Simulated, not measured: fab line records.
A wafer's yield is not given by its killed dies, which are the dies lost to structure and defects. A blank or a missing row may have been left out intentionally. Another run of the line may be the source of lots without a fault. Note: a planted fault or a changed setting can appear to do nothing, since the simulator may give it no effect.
A lot that was struck, set against a sound lot -- flow n5 finfet -- 14 out of 1938 route steps
Sound: these wafers, L308.1, L308.4, L308.5. Wafers struck: L317.1, L317.4, L317.5. Last of all comes the cause.
Each step with rows lists, per side, the tool, then ch with its chambers, then its first start. Under that, the readings that differ: sound wafers -- struck wafers -- difference of the means -- sigmas: that difference in standard deviations of wafers without a fault.
alike: a reading whose means differ by less than 2 such deviations, as well as words and numbers matching on both sides. not compared: withheld readings; readings where some wafer has no value; bounds like >300 that might hide an equal value; numbers whose values overlap and for which the record gives no deviation.
Wherever a step has rows on one side only, a row that says differs or no value, or a row with sigmas, the two part there. Numbers that don't overlap but have no deviation are shown without sigmas and don't part them. A reading that every wafer of one side lacks parts them only if that side has two wafers or more.

N5_BEOL_M1_INSPECT_59: inspects for defects (darkfield).
  sound on defect inspect-01 at day 7 12:38; struck on defect inspect-02 at day 9 14:54
  alike: raw defect count
N5_BEOL_M2_ILD_DEP_00: deposits SiOC from DEMS/O2, target thk 79 nm, time 15.3 s.
  sound on pecvd-03 ch 0,1,2, day 7 12:41; struck on pecvd-02 ch 0,1, day 9 14:56
  alike: heater power w, showerhead plenum p Torr, throttle valve pct
N5_BEOL_M2_THK_MEAS_01:
  sound on film metro-02 at day 7 12:45; struck on film metro-02 at day 9 15:00
  alike: M2_ILD_THK
N5_BEOL_M2_PECVD_72: deposits SiO2 from TEOS/O2, target thk 16 nm, time 18 s.
  sound on pecvd-01 ch 1,2, day 7 12:47; struck on pecvd-03 ch 0,1,2, day 9 15:02
  alike: heater power w, showerhead plenum p Torr, throttle valve pct
N5_BEOL_M2_HM_DEP_02: deposits TiN, target thk 20 nm.
  sound on pvd sputter-03 at day 7 13:13; struck on pvd sputter-01 at day 9 17:27
reading,sound,struck,difference,sigmas
throttle valve pct (%),27.5 29.1 27.6,30.3 30.5 30.5,+2.4,+2
then, 7 steps without rows for these wafers: N5_BEOL_M2_COAT_61 (time 60 s, resist thk 60 nm); N5_BEOL_M2_COAT_62 (time 60 s, resist thk 12 nm); N5_BEOL_M2_COAT_73 (time 60 s, resist thk 5 nm); N5_BEOL_M2_COAT_05 (resist thk 30 nm); N5_BEOL_M2_EBR_07; N5_BEOL_M2_SOFTBAKE_06 (time 60 s); N5_BEOL_M2_EXPOSE_08 (exposes mask M2).
N5_BEOL_M2_PEB_09: peb time 60 s.
  struck on litho track-01, day 9 17:54; sound on litho track-03 ch 0, day 7 13:32
  no value came back on the struck wafers for chill plate temp C (C), exhaust pa (Pa); on the sound wafers chill plate temp C (C) reads 22.89 22.88 22.97
then, 1 step without rows for these wafers: N5_BEOL_M2_DEVELOP_10 (develop time 30 s).

## WHERE THEY PART
At N5_BEOL_M2_HM_DEP_02 first; at N5_BEOL_M2_PEB_09 last (within this record only).

WHY: the cause the simulator had injected
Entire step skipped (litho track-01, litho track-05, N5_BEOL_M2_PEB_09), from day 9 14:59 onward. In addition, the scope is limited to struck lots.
